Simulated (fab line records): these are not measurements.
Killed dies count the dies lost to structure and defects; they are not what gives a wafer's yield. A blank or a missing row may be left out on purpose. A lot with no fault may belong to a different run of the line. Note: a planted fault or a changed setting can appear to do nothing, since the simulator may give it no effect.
fab line records    flow nandHarc
[record] lots = 6  wafers = 18  lastDay = 34
route steps=1302 shown A_CHANNEL_HOLE_D1@480 A_CHANNEL_FILL_D1@490 END@1302
lots that met no fault: taken from a fault-free run of the same line
startH: the number of hours between the record's first day and the start of the first shown wafer of the lot    waitH: time in hours since the lot's previous step    " unchanged from the row above    L1.1+2: one row covering several wafers at once    - no value, or no start given    * or withheld: withheld    < > ~ a bound
route shown NAME@n: a module of which the file shows steps, and the number in the route of the first    usual: average and standard deviation across the fault-free wafers    same: alike in all rows    chamber/n: place in a boat    sites: per-site readings    _std_site: standard deviation across them    _edge_site: inner sites' mean taken away from outer sites' mean    radiusMm: for every site, how far away it sits from the centre of the wafer    mask NAME#n: copy n    behind: the tool/chamber that last shaped the wafer    hold: the reason the lot was held/the length of the hold in hours/how it ended    device: transistor that didn't switch, given as n, p or np    end of line: at the end of the route, the tests of the same wafers    a step without rows: its recipe alone    killed: dies lost to structure and defects at the first sort, not the wafer's yield    map: a wafer's dies, marking killed ones x, the rest . and places with no die _
set.NAME: the setting that was run; set.NAME@STEP: the one run at that earlier step    model.NAME: the simulator's own value behind a step, which no gauge read
lots at selected steps of the route; one table per step, one row per wafer
services: from which hour (startH, from the record's first day; less than 0 if before it) a tool's chamber was out of use, for how many hours, and why
[[steps]]
[step NHARC_A_CHANNEL_HOLE_D1_STRIP_41]
[recipe] n2FlowSccm = 150  h2FlowSccm = 150  arFlowSccm = 0  biasW = 0  chemistry = N2/H2
[step NHARC_A_CHANNEL_HOLE_D1_STRIP_42]
[recipe] cf4FlowSccm = 100  chf3FlowSccm = 30  arFlowSccm = 0  biasW = 0  chemistry = CF4/CHF3
[step NHARC_A_CHANNEL_HOLE_D1_STRIP_43]
[recipe] o2FlowSccm = 400  cosFlowSccm = 20  arFlowSccm = 0  biasW = 0  chemistry = O2/COS
[step NHARC_A_CHANNEL_HOLE_D1_ETCH_44]
[recipe] targetDepthA = 1400  overetchA = 140  timeS = 77  ionEnergyEv = 100  cf4FlowSccm = 80  o2FlowSccm = 20  arFlowSccm = 0  rfW = 300  biasW = 100  chemistry = CF4/O2
[usual] drypumpMotorCurrentA = 6.0/0.33  oes_ar_750_au = 1.000/0.0042  oes_o_777_au = 0.999/0.0042  oesProductAu = 1.003/0.011  rfVppV = 198.1/1.5  showerheadPlenumPTorr = 1.35/0.061  throttleValvePct = 13.396/0.0088
lot.wafer  tool        chamber  startH  waitH  drypumpMotorCurrentA  oes_ar_750_au  oes_o_777_au  oesProductAu  rfHoursCounterH  rfVppV  showerheadPlenumPTorr  throttleValvePct
L612.2     rieDiel-12  1        209.08  0.1    6.1                   1.008          0.999         1.001         34               197.9   1.35                   13.399
L612.3     "           1        "       "      6.1                   0.999          0.998         0.997         -                198.6   1.35                   13.385
L612.4     "           3        "       "      6.3                   1.001          0.996         1.009         -                196.7   1.36                   13.384
L611.2     rieDiel-10  0        209.90  0.1    6.0                   1.000          0.999         0.995         12               199.1   1.40                   13.407
L611.3     "           1        "       "      6.0                   1.005          1.009         0.986         12               198.5   1.35                   13.395
L611.5     "           0        "       "      6.0                   1.000          0.995         1.008         -                199.9   1.40                   13.422
L623.2     rieDiel-12  3        321.48  0.1    6.3                   0.999          0.996         0.998         19               198.5   1.36                   13.390
L623.4     "           1        "       "      6.1                   1.003          1.002         1.015         15               196.5   1.34                   13.385
L623.1     "           2        "       "      5.8                   0.998          0.999         1.001         18               197.2   1.33                   13.402
L628.2     rieDiel-10  1        363.28  0.1    5.9                   1.001          0.998         0.997         11               199.1   1.35                   13.373
L628.6     "           0        "       "      6.0                   0.996          0.994         1.011         -                199.2   1.40                   13.387
L628.5     "           1        "       "      5.9                   0.999          1.001         0.992         -                199.3   1.35                   13.390
L630.3     rieDiel-10  1        389.41  0.1    6.0                   1.008          1.001         0.988         13               198.6   1.35                   13.394
L630.2     "           0        "       "      6.0                   1.002          0.993         1.021         13               200.1   1.40                   13.393
L630.6     "           2        "       "      6.3                   0.999          0.991         1.021         -                196.4   1.26                   13.402
L633.2     rieDiel-07  2        421.77  0.1    5.1                   1.006          0.996         0.992         39               199.2   1.42                   13.392
L633.1     "           3        "       "      5.6                   0.999          1.001         1.003         39               196.7   1.25                   13.394
L633.4     "           1        "       "      6.2                   1.000          0.992         0.982         35               198.3   1.36                   13.392
[step NHARC_A_CHANNEL_HOLE_D1_STRIP_27]
[recipe] o2FlowSccm = 500  arFlowSccm = 0  biasW = 0  chemistry = O2
[usual] drypumpMotorCurrentA = 6.0/0.32  oesProductAu = 1.005/0.011  rfVppV = 57.9/0.78  showerheadPlenumPTorr = 3.58/0.14  throttleValvePct = 17.036/0.0093
lot.wafer  tool        chamber  startH  waitH  drypumpMotorCurrentA  oesProductAu  rfHoursCounterH  rfVppV  showerheadPlenumPTorr  throttleValvePct
L612.2     rieDiel-12  3        209.33  0.2    6.3                   1.010         37               58.1    3.60                   17.047
L612.3     "           1        "       "      6.1                   0.993         -                59.0    3.57                   17.030
L612.4     "           3        "       "      6.3                   1.010         -                57.4    3.60                   17.031
L611.2     rieDiel-10  1        -       -      5.9                   1.000         12               58.1    3.57                   17.034
L611.3     "           3        "       "      6.3                   1.010         12               58.9    3.78                   17.041
L611.5     "           3        "       "      6.3                   1.016         -                59.1    3.77                   17.029
L623.1     rieDiel-12  0        -       -      6.4                   1.003         16               56.5    3.32                   17.036
L623.2     "           2        "       "      5.8                   1.017         18               57.9    3.52                   17.021
L623.4     "           3        "       "      6.3                   1.015         19               56.9    3.58                   17.046
L628.2     rieDiel-10  0        -       -      6.0                   1.019         11               58.7    3.68                   17.027
L628.5     "           0        "       "      6.0                   1.014         -                58.6    3.68                   17.033
L628.6     "           1        "       "      5.9                   0.993         -                58.0    3.56                   17.043
L630.2     rieDiel-10  2        -       -      6.3                   1.008         12               57.1    3.33                   17.031
L630.3     "           3        "       "      6.2                   1.001         12               59.2    3.77                   17.035
L630.6     "           1        "       "      5.9                   0.999         -                58.1    3.56                   17.035
L633.2     rieDiel-07  0        -       -      4.9                   0.996         32               57.3    3.46                   17.032
L633.1     "           1        "       "      6.2                   1.001         35               57.6    3.60                   17.032
L633.4     "           2        "       "      5.2                   0.982         39               58.6    3.75                   17.046
[step NHARC_A_CHANNEL_HOLE_D1_PRECLEAN_28]
[recipe] timeS = *  tempC = 50  bathAgeMin = 0  chemistry = SC1
[step NHARC_A_CHANNEL_HOLE_D1_SRD_29]
[step NHARC_A_CHANNEL_HOLE_D1_CD_MEAS_30]
[usual] cdNm = 89.7/1.3
lot.wafer  tool      chamber  startH  waitH  cdNm
L612.2     cdSem-01  -        210.24  -      88.2
L612.3     "         -        "       "      89.7
L612.4     "         -        "       "      89.7
L611.2     cdSem-02  -        210.82  -      87.0
L611.3     "         -        "       "      89.0
L611.5     "         -        "       "      85.6
L623.1     cdSem-02  -        322.39  -      88.3
L623.2     "         -        "       "      92.7
L623.4     "         -        "       "      88.7
L628.2     cdSem-03  -        364.09  -      90.2
L628.5     "         -        "       "      90.6
L628.6     "         -        "       "      90.2
L630.2     cdSem-03  -        390.21  -      89.2
L630.3     "         -        "       "      88.0
L630.6     "         -        "       "      90.8
L633.1     cdSem-02  -        422.57  -      90.0
L633.2     "         -        "       "      89.3
L633.4     "         -        "       "      89.2
[step NHARC_A_CHANNEL_HOLE_D1_XSEM_31]
[recipe] landingEnergyEv = 35000
[usual] botCdNm = 74.2/1.3  bowNm = 8.6/0.31  tiltDeg = 0.07/0.033
lot.wafer  tool     chamber  startH  waitH  botCdNm  bowNm  tiltDeg
L612.2     xsem-02  0        210.33  0.1    72.1     9.4    0.08
L612.3     "        0        "       "      74.5     9.3    0.08
L612.4     "        0        "       "      73.9     9.4    0.08
L611.2     xsem-01  0        210.91  0.1    71.4     9.0    0.04
L611.3     "        0        "       "      73.0     8.9    0.04
L611.5     "        0        "       "      70.1     9.0    0.04
L623.1     xsem-01  0        322.48  0.1    72.5     8.9    0.06
L623.2     "        0        "       "      76.0     9.0    0.06
L623.4     "        0        "       "      71.9     8.8    0.06
L628.2     xsem-02  0        364.18  0.1    74.6     8.6    0.04
L628.5     "        0        "       "      75.6     8.6    0.04
L628.6     "        0        "       "      74.6     8.6    0.04
L630.2     xsem-01  0        390.30  0.1    73.2     8.9    0.13
L630.3     "        0        "       "      71.7     8.9    0.13
L630.6     "        0        "       "      75.6     8.8    0.13
L633.1     xsem-02  0        422.66  0.1    75.2     9.0    0.05
L633.2     "        0        "       "      74.1     9.0    0.05
L633.4     "        0        "       "      73.9     9.0    0.05
[step NHARC_A_CHANNEL_HOLE_D1_INSPECT_40]
[usual] rawDefectCount = 71/24
lot.wafer  tool              chamber  startH  waitH  rawDefectCount
L612.2     defectInspect-02  -        210.43  -      100
L612.3     "                 -        "       "      117
L612.4     "                 -        "       "      90
L611.2     defectInspect-02  -        211.00  -      41
L611.3     "                 -        "       "      59
L611.5     "                 -        "       "      43
L623.1     defectInspect-01  -        322.57  -      123
L623.2     "                 -        "       "      105
L623.4     "                 -        "       "      101
L628.2     defectInspect-01  -        364.27  -      85
L628.5     "                 -        "       "      92
L628.6     "                 -        "       "      83
L630.2     defectInspect-01  -        390.39  -      67
L630.3     "                 -        "       "      68
L630.6     "                 -        "       "      67
L633.1     defectInspect-01  -        422.76  -      48
L633.2     "                 -        "       "      86
L633.4     "                 -        "       "      67
[step NHARC_A_CHANNEL_FILL_D1_PRECLEAN_00]
[recipe] timeS = *  tempC = 50  bathAgeMin = 0  chemistry = SC1
[step NHARC_A_CHANNEL_FILL_D1_SRD_01]
[step NHARC_A_CHANNEL_FILL_D1_ALD_02]
[recipe] targetThkA = 60  pulseTimeS = 10  aldCycles = 60  tempC = 300  material = SiO2
[usual] aldCycles = 60/0  heaterPowerW = 476/44  precursorPulseHeightRel = 0.999/0.019
lot.wafer  tool      chamber  startH  waitH  aldCycles  heaterPowerW  precursorPulseHeightRel  sinceWetCleanH
L612.4     aldHk-03  2        210.94  -      60         482           0.981                    167
L612.3     "         3        "       "      60         459           0.975                    167
L612.2     "         0        "       "      77         534           1.020                    167
L611.3     aldHk-03  3        211.38  -      60         440           0.989                    167
L611.2     "         0        "       "      77         506           1.025                    168
L611.5     "         0        "       "      77         519           0.995                    -
L623.1     aldHk-02  1        322.77  -      60         480           0.988                    140
L623.2     "         2        "       "      60         406           0.983                    140
L623.4     "         0        "       "      60         533           1.002                    140
L628.2     aldHk-03  1        364.61  -      60         484           0.964                    143
L628.5     "         3        "       "      60         404           1.015                    -
L628.6     "         0        "       "      60         491           0.998                    -
L630.2     aldHk-01  3        390.75  -      60         545           1.009                    77
L630.3     "         0        "       "      60         456           0.984                    77
L630.6     "         2        "       "      60         486           1.002                    -
L633.4     aldHk-03  3        422.95  -      60         428           0.978                    20
L633.2     "         0        "       "      60         503           0.971                    20
L633.1     "         2        "       "      60         521           1.037                    20
[step NHARC_A_CHANNEL_FILL_D1_ALD_03]
[recipe] targetThkA = 60  pulseTimeS = 60  aldCycles = 58  tempC = 630  pressureTorr = 2  material = SiNx
[usual] aldCycles = 58/0  precursorPulseHeightRel = 1.002/0.021
lot.wafer  tool            chamber  startH  waitH  aldCycles  precursorPulseHeightRel
L611.2     aldSinBatch-03  0        -       -      58         0.982
L611.3     "               0        "       "      58         1.031
L611.5     "               0        "       "      58         1.024
L612.2     aldSinBatch-03  0        -       -      58         0.993
L612.3     "               0        "       "      58         0.995
L612.4     "               0        "       "      58         1.015
L623.1     aldSinBatch-01  0        -       -      58         0.962
L623.2     "               0        "       "      58         1.014
L623.4     "               0        "       "      58         1.019
L628.2     aldSinBatch-03  0        -       -      58         1.011
L628.5     "               0        "       "      58         1.013
L628.6     "               0        "       "      58         1.014
L630.2     aldSinBatch-01  0        -       -      58         0.991
L630.3     "               0        "       "      58         1.012
L630.6     "               0        "       "      58         1.018
L633.1     aldSinBatch-01  0        -       -      58         0.986
L633.2     "               0        "       "      58         1.034
L633.4     "               0        "       "      58         1.014
[step NHARC_END_SORT_01]
[recipe] tempC = 25
[usual] killedAtArray = 61/20  killedAtOther = 0.9/1.1  killedAtPeriphery = 3.7/2.5  killedDies = 65/21  killedOpen = 3.3/1.8  killedShort = 2.3/1.5
[same] grossDies = 677
lot.wafer  tool       chamber  startH  waitH  killedAtArray  killedAtOther  killedAtPeriphery  killedDies  killedOpen  killedShort
L611.2     prober-01  0        582.92  2.8    51             1              1                  53          4           3
L611.3     prober-01  0        583.72  3.1    53             1              4                  58          6           1
L611.5     prober-01  0        585.32  3.7    44             0              5                  49          5           3
L612.2     prober-02  0        582.94  2.8    66             1              2                  69          2           3
L612.3     prober-02  0        583.75  3.1    79             1              8                  88          4           7
L612.4     prober-02  0        584.55  3.4    70             0              9                  79          5           3
L623.1     prober-02  0        697.00  2.5    88             2              3                  93          2           2
L623.2     prober-02  0        697.80  2.8    113            5              3                  121         7           9
L623.4     prober-02  0        699.40  3.4    111            2              2                  115         3           3
L628.2     prober-02  0        749.12  2.8    59             0              1                  60          2           3
L628.5     prober-02  0        751.58  3.8    58             0              3                  61          3           2
L628.6     prober-02  0        752.40  4.1    75             0              4                  79          5           2
L630.2     prober-01  0        762.30  2.8    51             1              2                  54          4           1
L630.3     prober-01  0        763.10  3.1    49             1              2                  52          7           0
L630.6     prober-01  0        765.51  4.0    62             0              1                  63          3           3
L633.1     prober-02  0        810.37  2.5    74             1              4                  79          6           0
L633.2     prober-02  0        811.18  2.8    77             0              6                  83          7           2
L633.4     prober-02  0        812.80  3.4    81             2              2                  85          3           1
// killed by level:class
L611.2 A_CHANNEL_HOLE_D2:chamberFilmFlake=34 A_CONTACT:chamberFilmFlake=4 A_DECK1_JOINT:chamberFilmFlake=3 A_DECK1_JOINT:geometricParticle:open=2 A_CHANNEL_HOLE_D1:chamberFilmFlake=2 P_CONTACT:geometricParticle:open=1 A_SOURCE_PLATE:geometricParticle:short=1 A_CHANNEL_HOLE_D2:geometricParticle:short=1
L612.2 A_CHANNEL_HOLE_D1:chamberFilmFlake=33 A_SLIT:chamberFilmFlake=20 A_CHANNEL_HOLE_D2:chamberFilmFlake=4 A_CHANNEL_FILL_D2:chamberFilmFlake=2 A_M1:chamberFilmFlake=2 P_STI:geometricParticle:short=1 P_M1:geometricParticle:short=1 A_CHANNEL_FILL_D1:geometricParticle:open=1
L611.3 A_CHANNEL_HOLE_D2:chamberFilmFlake=35 A_CONTACT:chamberFilmFlake=5 A_WL_FILL:chamberFilmFlake=3 A_ZERO_WELL:chamberFilmFlake=2 P_M0:geometricParticle:open=2 A_DECK1_JOINT:chamberFilmFlake=2 P_M1:geometricParticle:open=1 A_CHANNEL_FILL_D2:geometricParticle:open=1
L612.3 A_CHANNEL_HOLE_D1:chamberFilmFlake=31 A_SLIT:chamberFilmFlake=21 A_CHANNEL_HOLE_D2:chamberFilmFlake=9 P_M0:chamberFilmFlake=5 A_STAIRCASE:chamberFilmFlake=3 A_M1:chamberFilmFlake=3 A_CHANNEL_FILL_D1:geometricParticle:short=2 A_CHANNEL_FILL_D2:geometricParticle:short=2
L612.4 A_CHANNEL_HOLE_D1:chamberFilmFlake=33 A_SLIT:chamberFilmFlake=21 A_CHANNEL_HOLE_D2:chamberFilmFlake=5 A_M1:chamberFilmFlake=5 P_M0:chamberFilmFlake=3 P_M0:geometricParticle:open=2 P_GATE:geometricParticle:open=1 P_CONTACT:geometricParticle:short=1
L611.5 A_CHANNEL_HOLE_D2:chamberFilmFlake=28 A_DECK1_JOINT:chamberFilmFlake=3 P_STI:chamberFilmFlake=2 A_CHANNEL_HOLE_D1:chamberFilmFlake=2 A_STAIRCASE:chamberFilmFlake=2 P_CONTACT:geometricParticle:short=1 P_CONTACT:geometricParticle:open=1 P_M0:geometricParticle:open=1
L623.1 A_CHANNEL_HOLE_D1:chamberFilmFlake=37 A_SLIT:chamberFilmFlake=22 A_CHANNEL_HOLE_D2:chamberFilmFlake=15 A_CONTACT:chamberFilmFlake=9 A_ONON_D1:geometricParticle:short=2 P_CONTACT:chamberFilmFlake=2 THIN_TSV:chamberFilmFlake=2 A_SGD_CUT:geometricParticle:open=1
L623.2 A_SLIT:chamberFilmFlake=39 A_CHANNEL_HOLE_D1:chamberFilmFlake=34 A_CHANNEL_HOLE_D2:chamberFilmFlake=16 A_WL_FILL:chamberFilmFlake=4 THIN_TSV:chamberFilmFlake=4 A_DECK1_JOINT:chamberFilmFlake=3 A_CONTACT:chamberFilmFlake=3 A_CHANNEL_FILL_D1:geometricParticle:open=2
L623.4 A_SLIT:chamberFilmFlake=40 A_CHANNEL_HOLE_D1:chamberFilmFlake=39 A_CHANNEL_HOLE_D2:chamberFilmFlake=21 A_CONTACT:chamberFilmFlake=3 P_ZERO_WELL:chamberFilmFlake=2 THIN_TSV:chamberFilmFlake=2 A_CHANNEL_FILL_D1:geometricParticle:open=1 A_CHANNEL_FILL_D2:geometricParticle:short=1
L628.2 A_CHANNEL_HOLE_D1:chamberFilmFlake=28 A_CHANNEL_HOLE_D2:chamberFilmFlake=17 A_SLIT:chamberFilmFlake=4 A_WL_FILL:chamberFilmFlake=3 A_ONON_D2:geometricParticle:short=2 A_DECK1_JOINT:geometricParticle:open=1 A_CHANNEL_FILL_D2:geometricParticle:open=1 A_SGD_CUT:geometricParticle:short=1
L628.5 A_CHANNEL_HOLE_D1:chamberFilmFlake=26 A_CHANNEL_HOLE_D2:chamberFilmFlake=14 A_CONTACT:chamberFilmFlake=5 A_SLIT:chamberFilmFlake=4 A_WL_FILL:chamberFilmFlake=3 P_CONTACT:geometricParticle:open=2 A_SGD_CUT:geometricParticle:open=1 A_WL_FILL:geometricParticle:short=1
L628.6 A_CHANNEL_HOLE_D1:chamberFilmFlake=29 A_CHANNEL_HOLE_D2:chamberFilmFlake=26 A_CONTACT:chamberFilmFlake=8 A_CHANNEL_FILL_D2:chamberFilmFlake=2 A_SLIT:chamberFilmFlake=2 P_M0:geometricParticle:short=1 P_M2:geometricParticle:open=1 A_CHANNEL_HOLE_D2:geometricParticle:short=1
L630.2 A_SLIT:chamberFilmFlake=25 A_CHANNEL_HOLE_D1:chamberFilmFlake=9 A_CONTACT:chamberFilmFlake=5 A_WL_FILL:chamberFilmFlake=3 A_STAIRCASE:chamberFilmFlake=2 P_M0:geometricParticle:short=1 A_SOURCE_PLATE:geometricParticle:open=1 A_CHANNEL_HOLE_D2:geometricParticle:open=1
L630.3 A_SLIT:chamberFilmFlake=22 A_CHANNEL_HOLE_D1:chamberFilmFlake=10 A_M1:chamberFilmFlake=5 A_CONTACT:chamberFilmFlake=4 P_GATE:geometricParticle:open=1 P_M0:geometricParticle:open=1 A_CHANNEL_FILL_D1:geometricParticle:open=1 A_DECK1_JOINT:geometricParticle:open=1
L630.6 A_SLIT:chamberFilmFlake=29 A_CHANNEL_HOLE_D1:chamberFilmFlake=18 A_CONTACT:chamberFilmFlake=4 A_CHANNEL_FILL_D1:geometricParticle:short=2 A_STAIRCASE:chamberFilmFlake=2 A_M1:chamberFilmFlake=2 A_CHANNEL_FILL_D1:geometricParticle:open=1 A_DECK1_JOINT:geometricParticle:short=1
L633.1 A_CHANNEL_HOLE_D2:chamberFilmFlake=27 A_SLIT:chamberFilmFlake=19 A_CHANNEL_HOLE_D1:chamberFilmFlake=14 A_SGD_CUT:chamberFilmFlake=5 A_CONTACT:chamberFilmFlake=3 A_DECK1_JOINT:geometricParticle:open=2 P_CONTACT:geometricParticle:open=1 P_M0:geometricParticle:open=1
L633.2 A_CHANNEL_HOLE_D1:chamberFilmFlake=24 A_CHANNEL_HOLE_D2:chamberFilmFlake=23 A_SLIT:chamberFilmFlake=15 A_STAIRCASE:chamberFilmFlake=3 A_BONDPAD:chamberFilmFlake=3 P_CONTACT:geometricParticle:open=2 P_M0:geometricParticle:open=2 A_SGD_CUT:chamberFilmFlake=2
L633.4 A_SLIT:chamberFilmFlake=33 A_CHANNEL_HOLE_D2:chamberFilmFlake=25 A_CHANNEL_HOLE_D1:chamberFilmFlake=9 A_STAIRCASE:chamberFilmFlake=3 A_CHANNEL_FILL_D1:chamberFilmFlake=2 A_CONTACT:chamberFilmFlake=2 A_BONDPAD:chamberFilmFlake=2 P_M0:geometricParticle:open=1
[[services]]
tool        chamber  startH  hours  kind
rieDiel-12  1        187.16  4.0    repair
aldHk-02    -        194.09  1.8    repair
rieDiel-12  2        195.04  16.3   repair
rieDiel-12  0        195.35  17.2   repair
rieDiel-07  3        197.14  28.0   repair
rieDiel-10  2        201.88  16.8   repair
aldHk-03    -        212.05  10.0   pm
aldHk-03    -        227.75  0.8    repair
rieDiel-07  1        241.64  5.5    repair
rieDiel-10  -        242.74  9.0    pm
aldHk-03    -        251.42  0.7    repair
rieDiel-12  -        268.43  9.0    pm
rieDiel-12  -        286.44  1.5    repair
rieDiel-07  -        295.18  9.0    pm
aldHk-01    -        303.98  10.0   pm
rieDiel-07  -        311.87  0.1    repair
rieDiel-10  3        313.12  1.3    repair
rieDiel-07  0        339.05  9.1    repair
aldHk-02    -        351.03  10.0   pm
rieDiel-07  -        368.11  0.9    repair
xsem-01     -        374.00  14.0   pm
rieDiel-10  2        393.87  4.1    repair
rieDiel-12  1        411.34  1.3    repair
rieDiel-10  -        419.74  9.0    pm
[[key]]
[firstSign] step = NHARC_A_CHANNEL_FILL_D1_ALD_02  reading = aldCycles  direction = up  sigmas = 99+  usual = 60  struck = 77
effect none on later readings
metAt NHARC_A_CHANNEL_FILL_D1_ALD_02
struckWafers L611.2,L611.5,L612.2
testerLeftOut L611,L612
[fault] kind = processParameterDrift  tool = aldHk-03  chamber = 0  onsetH = 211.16  steps = NHARC_A_CHANNEL_FILL_D1_ALD_02  channel = aldCycles  offset = 17  shape = step  endH = 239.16  actsIn = theseRecipesOnly  stated = 60
// testerLeftOut: of these lots the tester's yield and bins aren't shown, on N5 and GAA mostly nor the transistor test; their killed dies are dies lost to structure and defects alone, not to doping, threshold or leakage, so they don't give the yield
